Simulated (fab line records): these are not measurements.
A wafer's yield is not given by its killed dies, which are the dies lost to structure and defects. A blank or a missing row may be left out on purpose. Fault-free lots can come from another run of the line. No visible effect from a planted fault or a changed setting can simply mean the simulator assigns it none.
Matching of chambers :: flow nand harc :: rie diel-08 running NHARC_A_STAIRCASE_TRIM_196: 4 sister chambers
The step chemistry O2, time 211.2 s. 4 wafers are shown with their chamber, then 8 later ones without.

## EACH WAFER AND ITS CHAMBER
wafer: L081.4
chamber: 3
drypump motor current A (A): 5.1

wafer: L085.3
chamber: 1
drypump motor current A (A): 5.5

wafer: L085.6
chamber: 2
drypump motor current A (A): 6.4

wafer: L091.2
chamber: 0
drypump motor current A (A): 6.1

## WAFERS WITHOUT THEIR CHAMBER
wafer: L091.3
drypump motor current A (A): 5.1

wafer: L091.4
drypump motor current A (A): 6.3

wafer: L090.2
drypump motor current A (A): 6.1

wafer: L090.4
drypump motor current A (A): 6.3

wafer: L090.5
drypump motor current A (A): 5.1

wafer: L096.1
drypump motor current A (A): 5.5

wafer: L096.4
drypump motor current A (A): 5.1

wafer: L096.6
drypump motor current A (A): 6.3

## WHICH CHAMBER EACH ONE RAN IN
wafer: L091.3
from the rows above: 3
in truth: 3

wafer: L091.4
from the rows above: can't be placed: 2 or 0
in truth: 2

wafer: L090.2
from the rows above: 0
in truth: 0

wafer: L090.4
from the rows above: can't be placed: 2 or 0
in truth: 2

wafer: L090.5
from the rows above: 3
in truth: 3

wafer: L096.1
from the rows above: 1
in truth: 1

wafer: L096.4
from the rows above: 3
in truth: 3

wafer: L096.6
from the rows above: can't be placed: 2 or 0
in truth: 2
Placed correctly: 5 of 8. Not placeable from these rows: 3 (in 3, the candidates include the true chamber). Wrongly placed: 0.
How it was worked out, from the rows above alone: a wafer's distance from a chamber is the root of the sum, over the readings, of the square of ((its reading less the chamber's mean) divided by the reading's scatter). The wafer belongs to the nearest chamber; if the next one is less than 2 further off, it can't be placed. For every chamber, the mean is computed from those of its wafers that are shown. The scatter: root of mean squared gap, hidden wafer to nearest shown wafer, with one shown wafer a chamber.
